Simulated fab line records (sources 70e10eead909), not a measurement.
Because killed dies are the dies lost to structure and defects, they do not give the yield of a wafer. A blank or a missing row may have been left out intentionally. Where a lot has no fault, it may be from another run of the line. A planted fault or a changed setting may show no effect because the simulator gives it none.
One fault seen from 3 desks / flow nand harc / each desk holds nothing but its own numbers, with what lay behind them at the end

## TOOL OWNER'S DESK, har etch-02
The tool's own readings at NHARC_A_CHANNEL_HOLE_D1_ETCH_19 (etches the open film in C4F8/O2/Ar, time 34.5 s): means of the sampled wafers that have a number, for each lot that ran on this tool. A lot is out of limits, marked OUT, if its mean lies more than 4 standard deviations from the usual mean; the brackets give that distance.
Columns: A = drypump motor current A at NHARC_A_CHANNEL_HOLE_D1_ETCH_19, usual 5.7 A; B = showerhead plenum p Torr at NHARC_A_CHANNEL_HOLE_D1_ETCH_19, usual 3.86 Torr; C = throttle valve pct at NHARC_A_CHANNEL_HOLE_D1_ETCH_19, usual 37.039 %
lot=L997; first seen here=day 8 06:18; A=5.8; B=3.93; C=37.029
lot=L108; first seen here=day 12 03:53; A=5.7; B=3.91; C=37.047
This desk's verdict: no lot among the 2 shows anything out of limits.

## THE DEFECT DESK
What the inspections along the route counted, lot by lot: means of the sampled wafers that have a number. A lot is out of limits, marked OUT, if its mean lies more than 4 standard deviations from the usual mean; the brackets give that distance.
Columns: A = raw defect count at NHARC_A_CHANNEL_HOLE_D1_INSPECT_12, usual 5; B = raw defect count at NHARC_A_CHANNEL_HOLE_D1_INSPECT_40, usual 65
lot=L997; first seen here=day 8 05:02; A=6; B=42
lot=L111; first seen here=day 12 02:19; A=6; B=73
lot=L108; first seen here=day 12 02:38; A=5; B=50
lot=L115; first seen here=day 12 16:45; A=7; B=80
lot=L117; first seen here=day 12 22:19; A=5; B=89
This desk's verdict: no lot among the 5 shows anything out of limits.

## METROLOGY DESK
What the gauges read, lot by lot, whatever tool the lot ran on: means of the sampled wafers that have a number. A lot is out of limits, marked OUT, if its mean lies more than 4 standard deviations from the usual mean; the brackets give that distance.
Columns: A = cd nm at NHARC_A_CHANNEL_HOLE_D1_CD_MEAS_10, usual 99.7 nm; B = overlay x nm at NHARC_A_CHANNEL_HOLE_D1_OVL_MEAS_11, usual 0.0 nm; C = overlay y nm at NHARC_A_CHANNEL_HOLE_D1_OVL_MEAS_11, usual -0.1 nm; D = cd nm at NHARC_A_CHANNEL_HOLE_D1_CD_MEAS_18, usual 99 nm; E = cd nm at NHARC_A_CHANNEL_HOLE_D1_CD_MEAS_30, usual 90.4 nm
lot=L997; first seen here=day 8 04:55; A=100.3; B=-0.5; C=1.1; D=99; E=93.2
lot=L111; first seen here=day 12 02:11; A=99.6; B=0.1; C=0.5; D=101; E=90.2
lot=L108; first seen here=day 12 02:30; A=100.1; B=0.0; C=-1.0; D=100; E=90.2
lot=L115; first seen here=day 12 16:38; A=99.3; B=-1.4; C=1.7; D=96; E=90.5
lot=L117; first seen here=day 12 22:12; A=98.9; B=0.5; C=1.2; D=98; E=89.9
This desk's verdict: no lot among the 5 shows anything out of limits.

## ALL TOGETHER
The tool owner's desk saw nothing out of limits.
No out-of-limits result turned up at the defect desk.
At the metrology desk, nothing out of limits was observed.

## WHAT THE SIMULATOR HAD PUT IN
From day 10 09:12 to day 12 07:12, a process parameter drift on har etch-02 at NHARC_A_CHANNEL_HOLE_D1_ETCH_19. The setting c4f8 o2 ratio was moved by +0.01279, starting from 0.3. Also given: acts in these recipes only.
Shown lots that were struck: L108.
